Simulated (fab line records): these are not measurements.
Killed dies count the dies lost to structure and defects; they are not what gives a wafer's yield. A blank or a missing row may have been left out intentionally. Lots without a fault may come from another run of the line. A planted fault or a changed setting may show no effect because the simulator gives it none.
Split-lot trial ; flow n5_finfet ; route with 1938 steps; 7 lots, 21 wafers read

## SPLIT DETAILS
At N5_BEOL_M12_SPUTTER_44 (material Ta, target thk 10 nm, time 16.13 s), the setting time_s was moved away from the recipe's 16.13 s on 9 of the 21 wafers read, by -12.8% to +12.0%. This setting was run at the recipe's value on the other wafers.

The reading is taken at the split's own step.

## THE READING
Ta_of_BEOL_M12_SPUTTER_44.thk_nm (the simulator's own value, which no gauge read), in nm, at N5_BEOL_M12_SPUTTER_44 (material Ta, target thk 10 nm, time 16.13 s). The file does not state a usual value for it. The 12 wafers here that ran the recipe average 10.0 nm, standard deviation 0.2 nm.

wafer;tool, chamber at the split;time_s as run, s;against the recipe;Ta_of_BEOL_M12_SPUTTER_44.thk_nm, nm;against lot-mates on the recipe
L078.3;pvd_sputter-03, -;17.08;+5.9%;10.6;+0.6
L078.5;pvd_sputter-03, -;17.08;+5.9%;10.6;+0.6
L078.4;pvd_sputter-03, -;16.13;recipe;10;-
L077.1;pvd_sputter-01, -;16.13;recipe;9.8;-
L077.6;pvd_sputter-01, -;16.13;recipe;9.8;-
L077.5;pvd_sputter-01, -;18.07;+12.0%;11.2;+1.4
L076.2;pvd_sputter-02, -;17.62;+9.2%;11.2;+1.0
L076.5;pvd_sputter-02, -;17.62;+9.2%;11;+0.8
L076.6;pvd_sputter-02, -;16.13;recipe;10.2;-
L086.3;pvd_sputter-02, -;14.06;-12.8%;8.8;-1.4
L086.4;pvd_sputter-02, -;14.06;-12.8%;9;-1.2
L086.6;pvd_sputter-02, -;16.13;recipe;10.2;-
L087.3;pvd_sputter-02, -;16.13;recipe;10.2;-
L087.6;pvd_sputter-02, -;16.13;recipe;10.2;-
L087.5;pvd_sputter-02, -;16.13;recipe;10;-
L089.2;pvd_sputter-03, -;16.13;recipe;10.2;-
L089.4;pvd_sputter-03, -;16.13;recipe;10.2;-
L089.6;pvd_sputter-03, -;16.13;recipe;10;-
L096.2;pvd_sputter-01, -;16.81;+4.2%;10.6;+1.0
L096.5;pvd_sputter-01, -;16.13;recipe;9.6;-
L096.6;pvd_sputter-01, -;16.81;+4.2%;10.2;+0.6

FIT RESULTS
A straight line over all 21 wafers: Ta_of_BEOL_M12_SPUTTER_44.thk_nm changes by +0.0961 nm for each +1% of time_s; r = +0.95; the points scatter about the line by 0.19 nm.
The same after taking each lot's own level away (the mean of its wafers on the recipe; 21 wafers): +0.106 nm for each +1%; r = +0.97; scatter 0.15 nm.
On that fit, the largest move of time_s shifts the reading by 1.4 nm.
Across the lots, their own levels run from 9.60 to 10.20 nm, a range of 3.0 times the standard deviation given above.
Consequently the slope shifts little with the lot-to-lot level, the two slopes agreeing.
Check: -1.3 nm against its lot-mates is what the line predicts for one of the wafers moved furthest among these (-12.8%) when that wafer is left out of the fit. It came out at -1.4 nm against them.

## FURTHER SPLITS ON THESE WAFERS
These wafers also went through other splits before the reading. Each is held against what the fit with the lots' levels taken away leaves over:
other split on the same wafers;wafers away from the commonest value;r with Ta_of_BEOL_M12_SPUTTER_44.thk_nm (lot level and that fit taken away)
N5_BEOL_M10_TRENCH_ETCH_37 source_w;7;+0.43
N5_BEOL_M12_ETCH_68 time_s;8;+0.10

## FILE'S OWN FIT
Ta_of_BEOL_M12_SPUTTER_44.thk_nm changes by +0.109 nm for each +1% of time_s, r = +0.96.
